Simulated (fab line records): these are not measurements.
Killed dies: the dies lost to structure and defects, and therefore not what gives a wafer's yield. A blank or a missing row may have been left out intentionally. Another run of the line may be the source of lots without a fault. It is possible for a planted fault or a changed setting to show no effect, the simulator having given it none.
Matching of chambers | flow n5-finfet | N5_MOL_CONTACT_COAG_ALD_123 on ald-sin-02 has 4 sister chambers
The step deposits SiNx, target thk 5 nm, pulse time 1 s, purge time 2 s. 8 wafers are shown with their chamber, then 7 later ones without.

WAFERS PAIRED WITH THEIR CHAMBERS
wafer  | chamber | heater-power-w (W) | precursor-pulse-height-rel
L076.3 | 2       | 789                | 1.008
L076.5 | 0       | 928                | 1.035
L084.1 | 2       | 776                | 0.985
L084.3 | 0       | 932                | 0.988
L085.3 | 3       | 751                | 1.001
L085.5 | 3       | 740                | 0.973
L093.2 | 1       | 861                | 1.009
L093.3 | 1       | 885                | 1.014

WAFERS MISSING THEIR CHAMBER
wafer  | heater-power-w (W) | precursor-pulse-height-rel
L093.4 | 766                | 1.037
L096.2 | 917                | 0.997
L096.3 | 795                | 1.034
L096.5 | 779                | 0.993
L097.1 | 727                | 1.003
L097.4 | 933                | 1.009
L097.5 | 715                | 0.992

CHAMBER TAKEN BY EACH
wafer  | from the rows above     | in truth
L093.4 | can't be placed: 2 or 3 | 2
L096.2 | 0                       | 0
L096.3 | 2                       | 2
L096.5 | 2                       | 2
L097.1 | 3                       | 3
L097.4 | 0                       | 0
L097.5 | 3                       | 3
6 of 7 placed correctly. From these rows, 1 cannot be placed; in 1 the true chamber is one of the candidates. Number placed wrongly: 0.
How it was worked out, from the rows above alone: a wafer's distance from a chamber is the root of the sum, over the readings, of the square of ((its reading less the chamber's mean) divided by the reading's scatter). The wafer belongs to the nearest chamber; if the next one is less than 2 further off, it can't be placed. For every chamber, the mean is computed from those of its wafers that are shown. The scatter: take each reading less its chamber's mean, square it, sum over the shown wafers, divide by the number of wafers less the number of chambers, and take the root.
